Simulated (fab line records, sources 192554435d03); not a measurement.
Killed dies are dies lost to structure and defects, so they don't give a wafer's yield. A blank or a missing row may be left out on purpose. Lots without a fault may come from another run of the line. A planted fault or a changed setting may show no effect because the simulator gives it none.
Split-lot experiment | flow n5_finfet | 7 lots, 21 wafers read, on a route of 1938 steps

THE SPLIT
At N5_BEOL_M15_TRENCH_ETCH_34 (etches SiO2 in C4F8/O2/Ar, target depth 872.93 nm, time 199 s), the setting time_s was moved away from the recipe's 199 s on 8 of the 21 wafers read, by -22.2% to +10.4%. The other wafers ran this setting at the recipe's value.

FROM THE SPLIT TO THE READING: what the file shows between them, 7 steps
- N5_BEOL_M15_STRIP_36: strips in O2
- N5_BEOL_M15_ECD_47: material Cu, target thk 1860 nm
- N5_BEOL_M15_ANNEAL_48: time 90 s
- N5_BEOL_M15_CMP_49: polishes, stops on SiO2, t overpolish 4.9 s, target thk 850 nm
- N5_BEOL_M15_THK_MEAS_50: measures by xrf
- N5_BEOL_M15_PRE_CLEAN_52: time 15 s
- N5_BEOL_M15_DEP_53: deposits SiCN from 3MS/NH3, target thk 50 nm, time 17.8 s

THE READING
M15_RS, in ohm/sq, at N5_BEOL_M15_RS_MEAS_54 (measures by four-point-probe). Fault-free wafers of this fab line usually give 0.0217 ohm/sq, standard deviation 0.00048 ohm/sq.

wafer  | tool, chamber at the split | time_s as run, s | against the recipe | M15_RS, ohm/sq | against lot-mates on the recipe
L075.1 | rie_diel-04, 3             | 199              | recipe             | 0.0212         | -
L075.2 | rie_diel-04, 1             | 154.9            | -22.2%             | 0.0284         | +0.0072
L075.4 | rie_diel-04, 1             | 154.9            | -22.2%             | 0.0288         | +0.0076
L080.3 | rie_diel-05, 0             | 199              | recipe             | 0.0221         | -
L080.5 | rie_diel-05, 0             | 199              | recipe             | 0.0220         | -
L080.6 | rie_diel-05, 3             | 216.5            | +8.8%              | 0.0202         | -0.0019
L082.1 | rie_diel-03, 0             | 168.9            | -15.1%             | 0.0259         | +0.0047
L082.3 | rie_diel-03, 3             | 199              | recipe             | 0.0209         | -
L082.4 | rie_diel-03, 1             | 199              | recipe             | 0.0215         | -
L084.2 | rie_diel-04, 1             | 160.5            | -19.3%             | 0.0279         | +0.0065
L084.3 | rie_diel-04, 2             | 199              | recipe             | 0.0214         | -
L084.4 | rie_diel-04, 3             | 160.5            | -19.3%             | 0.0269         | +0.0055
L091.1 | rie_diel-05, 2             | 177.6            | -10.8%             | 0.0251         | +0.0027
L091.3 | rie_diel-05, 0             | 199              | recipe             | 0.0220         | -
L091.6 | rie_diel-05, 1             | 199              | recipe             | 0.0229         | -
L092.1 | rie_diel-03, 2             | 199              | recipe             | 0.0213         | -
L092.5 | rie_diel-03, 2             | 199              | recipe             | 0.0211         | -
L092.6 | rie_diel-03, 3             | 219.6            | +10.4%             | 0.0190         | -0.0022
L095.3 | rie_diel-03, 0             | 199              | recipe             | 0.0219         | -
L095.4 | rie_diel-03, 1             | 199              | recipe             | 0.0222         | -
L095.6 | rie_diel-03, 0             | 199              | recipe             | 0.0218         | -

THE FIT
A straight line over all 21 wafers: M15_RS changes by -0.00029 ohm/sq for each +1% of time_s; r = -0.98; the points scatter about the line by 0.00054 ohm/sq.
The same after taking each lot's own level away (the mean of its wafers on the recipe; 21 wafers): -0.000304 ohm/sq for each +1%; r = -0.99; scatter 0.00045 ohm/sq.
On that fit, the largest move of time_s shifts the reading by 0.0067 ohm/sq.
The lots' own levels span 0.02120 to 0.02245 ohm/sq, that is 2.6 times the standard deviation above.
So the lot-to-lot level changes the slope little: the two slopes agree.
Check: with one of the wafers moved furthest among these (-22.2%) left out of the fit, the line predicts +0.00678 ohm/sq for it against its lot-mates. It came out at +0.0072 ohm/sq against them.

OTHER SPLITS ON THESE WAFERS
These wafers also went through other splits before the reading. Each is held against what the fit with the lots' levels taken away leaves over:
other split on the same wafers    | wafers away from the commonest value | r with M15_RS (lot level and that fit taken away)
N5_BEOL_M13_TRENCH_ETCH_34 time_s | 10                                   | +0.40
N5_BEOL_M14_TRENCH_ETCH_34 bias_w | 3                                    | +0.47
N5_BEOL_M14_SPUTTER_43 time_s     | 6                                    | +0.08

THE WHOLE CHAIN: every reading that the file lists as answering this split, in the file's order
step                       | what it does                                                   | reading                                                                          | change (the file's fit)              | r (the file's)
N5_BEOL_M15_TRENCH_ETCH_34 | etches SiO2 in C4F8/O2/Ar, target depth 872.93 nm, time 199 s  | etch.depth_nm (the simulator's own value, which no gauge read)                   | +9.6 nm for each +1% of the setting  | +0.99
N5_BEOL_M15_TRENCH_ETCH_34 | etches SiO2 in C4F8/O2/Ar, target depth 872.93 nm, time 199 s  | coat_of_BEOL_M15_COAT_22.thk_nm (the simulator's own value, which no gauge read) | -2.01 nm for each +1% of the setting | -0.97
N5_BEOL_M15_CMP_49         | polishes, stops on SiO2, t overpolish 4.9 s, target thk 850 nm | Cu_of_BEOL_M15_ECD_47.thk_nm (the simulator's own value, which no gauge read)    | +9.6 nm for each +1% of the setting  | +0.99
N5_BEOL_M15_THK_MEAS_50    | measures by xrf                                                | M15_THK                                                                          | +9.73 for each +1% of the setting    | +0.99
N5_BEOL_M15_RS_MEAS_54     | measures by four-point-probe                                   | M15_RS                                                                           | -0.0003 for each +1% of the setting  | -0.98

THE FILE'S OWN FIT
M15_RS changes by -0.0003 ohm/sq for each +1% of time_s, r = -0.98.
